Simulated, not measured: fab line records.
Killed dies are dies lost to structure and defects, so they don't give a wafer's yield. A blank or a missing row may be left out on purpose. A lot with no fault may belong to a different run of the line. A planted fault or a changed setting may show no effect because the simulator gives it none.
Problem report in the 8D (eight disciplines) form, filled by code | flow n5-finfet | the parts of the form that need people (team, actions taken, sign-off) are left out

== 1. THE ISSUE ==
N5_BEOL_M4_OCD_MEAS_38, trench-depth-nm: mean 62.7 nm over 1 wafer from 1 lot; wafers with no fault: 55.7 nm, standard deviation 0.94. Measured from the usual mean, that is +7.4 standard deviations.
The first sign was on wafer L507.3 at day 10 23:26, on ocd-01. Wafers with a number at this step in the record: 21, from 7 lots. The rule behind "out" and "out of limits": a value lying over 4 standard deviations away from the usual mean. The rest of the wafers with a number are treated as sound.

== 2. WHAT IT IS; WHAT IT IS NOT ==
question                    | is                | is not
which readings at this step | trench-depth-nm   | -
which lots                  | L507              | L497, L499, L503, L509, L512, L519
which wafers of those lots  | L507.3            | L507.5, L507.6
read on which gauges        | ocd-01            | ocd-02
when                        | from day 10 23:26 | up to then (11 sound wafers); but 9 sound wafers of L509, L512, L519 came after

== 3. THE SUSPECTS, EACH WITH WHAT RULES IT OUT ==
Counting: if a tool at a process step up to the reading ran every lot that is out, it stays a suspect. Sound lots after the first of them don't rule it out here, since some wafers of a struck lot are sound.
- ruled out: the gauge at N5_BEOL_M4_OCD_MEAS_38. All the wafers that are out were read on ocd-01, but those of them that N5_BEOL_M4_THK_MEAS_53 has rows for are out there too, on other tools.
- rie-diel-04 at N5_BEOL_M4_ETCH_77 (etches underlayer in N2/H2, target depth 6.5 nm, time 5.2 s): kept. L507, the lot that is out, went through it at day 10 17:43; up to then, the latest sound lot through it was L497 at day 8 02:19.
- rie-diel-02 at N5_BEOL_M4_TRENCH_ETCH_37 (etches SiOC in C4F6/O2, target depth 55.555 nm, time 29.2 s): kept. L507, the lot that is out, went through it at day 10 23:16; up to then, the latest sound lot through it was L503 at day 9 12:35.
- rie-diel-02 at N5_BEOL_M4_STRIP_97 (strips in N2/H2, time 10 s): kept. L507, the lot that is out, went through it at day 10 23:26; up to then, the latest sound lot through it was L503 at day 9 12:45. With no start given for some of its lots, N5_BEOL_M4_STRIP_97 uses the hours and lot order of N5_BEOL_M4_OCD_MEAS_38.
- In rie-diel-02 at N5_BEOL_M4_TRENCH_ETCH_37, the wafers that are out were processed in chamber 0 and their sound lot-mates in chambers 2, 3.
- In rie-diel-02 at N5_BEOL_M4_STRIP_97, the wafers that are out were processed in chamber 0 and their sound lot-mates in chambers 2, 3.
After the count, these remain: rie-diel-04 at N5_BEOL_M4_ETCH_77, rie-diel-02 at N5_BEOL_M4_TRENCH_ETCH_37 and rie-diel-02 at N5_BEOL_M4_STRIP_97.

== 4. THE CAUSE (what the simulator had put in) ==
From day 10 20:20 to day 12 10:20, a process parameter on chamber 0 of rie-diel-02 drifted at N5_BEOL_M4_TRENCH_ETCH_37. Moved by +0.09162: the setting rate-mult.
This tool is one of the 3 suspects left after counting.

== 5. THE EFFECT CHAIN, in route order ==
One row per reading whose mean, taken over the struck wafers that have a number, lies over 3 standard deviations from the usual. Only readings for which the record gives a usual standard deviation are gone through. hours: the time from each lot's start at the first step in this table that gives one to its start at this step, as a median over the lots. sigmas: the change in usual standard deviations.
hours | step                   | reading         | usual        | on struck wafers | change | sigmas
0     | N5_BEOL_M4_OCD_MEAS_38 | trench-depth-nm | 55.7 nm      | 62.7             | +7.0   | +7.4
4     | N5_BEOL_M4_THK_MEAS_53 | M4_THK          | 39.7 nm      | 47.8             | +8.1   | +5.8
4     | N5_BEOL_M4_RS_MEAS_58  | M4_RS           | 0.666 ohm/sq | 0.535            | -0.131 | -4.7
Later measuring or inspecting steps at which every struck wafer that the step has a row for has a number for every such reading, and none has moved that far: N5_BEOL_M4_RC_MEAS_101.

== 6. WHAT WOULD HAVE CAUGHT IT SOONER ==
The first out-of-limits reading at a measuring or inspecting step in this record came at day 10 23:26, 3 hours after the fault's start at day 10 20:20.
Tool readings at N5_BEOL_M4_TRENCH_ETCH_37 with a usual standard deviation given in the record: none out on any struck wafer, hence no alarm at a limit of 4 standard deviations on them.
All the lots that are out (1) had begun N5_BEOL_M4_TRENCH_ETCH_37 on rie-diel-02 by day 10 23:26. Holding the tool at that point would not have protected any of them.
